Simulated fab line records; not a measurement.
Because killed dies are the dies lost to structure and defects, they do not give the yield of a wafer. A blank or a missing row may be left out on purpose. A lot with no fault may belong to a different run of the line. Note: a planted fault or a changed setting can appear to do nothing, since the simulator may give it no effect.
Struck lot and sound lot, side by side | flow n5-finfet | 38 out of 1938 route steps
Sound: these wafers, L901.2, L901.4, L901.5. The struck wafers were L907.2, L907.4, L907.5. The cause comes at the end.
For every step that has rows: the tool of each side, followed by ch and its chambers, followed by its first start. Under that, the readings that differ: sound wafers | struck wafers | difference of the means | sigmas: that difference in standard deviations of wafers without a fault.
alike: a reading whose means differ by less than 2 such deviations, as well as words and numbers matching on both sides. not compared: withheld readings; readings where some wafer has no value; bounds like >300 that might hide an equal value; numbers whose values overlap and for which the record gives no deviation.
A row with sigmas, a row that says differs or no value, or rows on one side alone: a step with any of these is where the two part. Numbers that have no deviation but don't overlap get no sigmas and don't part them. Lack of a reading on every wafer of one side parts them only where that side has two or more wafers.

first, 9 steps without rows for these wafers: N5_BEOL_M4_ANNEAL_95 (time 240 s); N5_BEOL_M4_SPUTTER_96 (material Cu, target thk 4.5 nm, time 8.29 s); N5_BEOL_M4_ECD_50 (material Cu, target thk 300 nm); N5_BEOL_M4_ANNEAL_51 (time 90 s); N5_BEOL_M4_CMP_52 (polishes, stops on SiOC, t overpolish 6.8 s, target thk 40 nm); N5_BEOL_M4_PRE_CLEAN_60 (time 15 s); N5_BEOL_M4_CO_CAP_55 (material Co, precursor CCTBA/H2, target thk 2 nm, time 102.1 s); N5_BEOL_M4_PRE_CLEAN_56 (time 15 s); N5_BEOL_M4_DEP_57 (deposits SiCN from 3MS/NH3, target thk 8 nm, time 14 s).
N5_BEOL_M4_RC_MEAS_101:
  sound on prober-02 ch 0, day 8 10:20; struck on prober-01 ch 0, day 10 21:46
  alike: DIBL_N, DIBL_P, IOFF_N, IOFF_P, ION_N, ION_P, SS_N, SS_P, VT_N, VT_P
then, 24 steps without rows for these wafers: N5_BEOL_M5_ILD_DEP_00 (deposits SiCOH lowk from DEMS/porogen, target thk 140.64 nm, time 25.9 s); N5_BEOL_M5_CURE_79 (cures SiCOH lowk, time 240 s); N5_BEOL_M5_PECVD_70 (deposits SiO2 from TEOS/O2, target thk 16 nm, time 18 s); N5_BEOL_M5_HM_DEP_02 (deposits TiN, target thk 20 nm); N5_BEOL_M5_COAT_59 (time 60 s, resist thk 60 nm); N5_BEOL_M5_COAT_60 (time 60 s, resist thk 12 nm); N5_BEOL_M5_COAT_71 (time 60 s, resist thk 5 nm); N5_BEOL_M5_COAT_05 (resist thk 30 nm); N5_BEOL_M5_EBR_07; N5_BEOL_M5_SOFTBAKE_06 (time 60 s); N5_BEOL_M5_EXPOSE_08 (exposes mask M5, target cd 28 nm); N5_BEOL_M5_PEB_09 (peb time 60 s); N5_BEOL_M5_DEVELOP_10 (develop time 30 s); N5_BEOL_M5_DESCUM_16 (chemistry O2, time 7 s); N5_BEOL_M5_ETCH_72 (etches underlayer in N2/H2, target depth 6.5 nm, time 5.2 s); N5_BEOL_M5_ETCH_61 (etches SiARC in CF4, target depth 15.6 nm, time 26 s); N5_BEOL_M5_ETCH_62 (etches SOC in N2/H2, target depth 75 nm, overetch 15 nm, time 112.5 s); N5_BEOL_M5_STRIP_63 (strips in N2/H2); N5_BEOL_M5_STRIP_73 (strips in N2/H2); N5_BEOL_M5_STRIP_64 (strips in CF4); N5_BEOL_M5_HM_OPEN_17 (chemistry Cl2/BCl3, target TiN, target depth 20 nm, overetch 6 nm); N5_BEOL_M5_STRIP_19 (strips in O2); N5_BEOL_M5_COAT_65 (time 60 s, resist thk 60 nm); N5_BEOL_M5_COAT_66 (time 60 s, resist thk 12 nm).
N5_BEOL_M7_TRENCH_ETCH_37: etches SiCOH lowk in C4F6/O2, target depth 93.478 nm, time 31.2 s.
  sound on rie-diel-05 ch 1,2,3, day 9 11:44; struck on rie-diel-02 ch 1,2,3, day 12 03:38
  no value came back on the struck wafers for any of 7 readings (C4F6_flow_sccm (sccm), O2_flow_sccm (sccm) and others); on the sound wafers C4F6_flow_sccm (sccm) reads 10.00 9.96 10.02
  reading                                    | sound          | struck     | difference | sigmas
  model.TiN_of_BEOL_M7_HM_DEP_02.thk-nm (nm) | 17.6 17.6 17.4 | 20 20 19.8 | +2         |
  not compared: rf-hours-counter-h
N5_BEOL_M7_OCD_MEAS_38:
  struck on ocd-01, day 12 03:47; sound on ocd-02, day 9 11:54
  reading              | sound          | struck    | difference | sigmas
  trench-depth-nm (nm) | 94.8 93.0 93.1 | 0.2 0 0.1 | -93.5      | -55
N5_BEOL_M7_CMP_52: polishes, stops on SiCOH lowk, t overpolish 6.9 s, target thk 80 nm.
  sound on cmp-01 ch 1,2, day 9 15:59; struck on cmp-03 ch 1,2, day 12 05:52
  reading                                | sound          | struck    | difference | sigmas
  model.Cu_of_BEOL_M7_ECD_50.thk-nm (nm) | 79.8 80.2 80.4 | 0 0.8 1.6 | -79        |
  alike: clearing-platen-rpm, edge-zone-pressure-frac, head-pressure-psi, motor-current-A, slurry-flow-ml-min
  not compared: pad-life-wafers
-- here the record skips 3 days between the struck wafers' starts before and after, leaving off in module BEOL_M7 and picking up in module PASSIVATION (first step shown: number 1936 of the route) --
N5_PASSIVATION_PROBE_49:
  record: rows for the struck wafers here (prober-01, day 15 09:01), none for the sound ones

## WHERE THEY PART
Last at N5_PASSIVATION_PROBE_49 as far as this record goes, first at N5_BEOL_M7_TRENCH_ETCH_37.

WHY: the cause the simulator had injected
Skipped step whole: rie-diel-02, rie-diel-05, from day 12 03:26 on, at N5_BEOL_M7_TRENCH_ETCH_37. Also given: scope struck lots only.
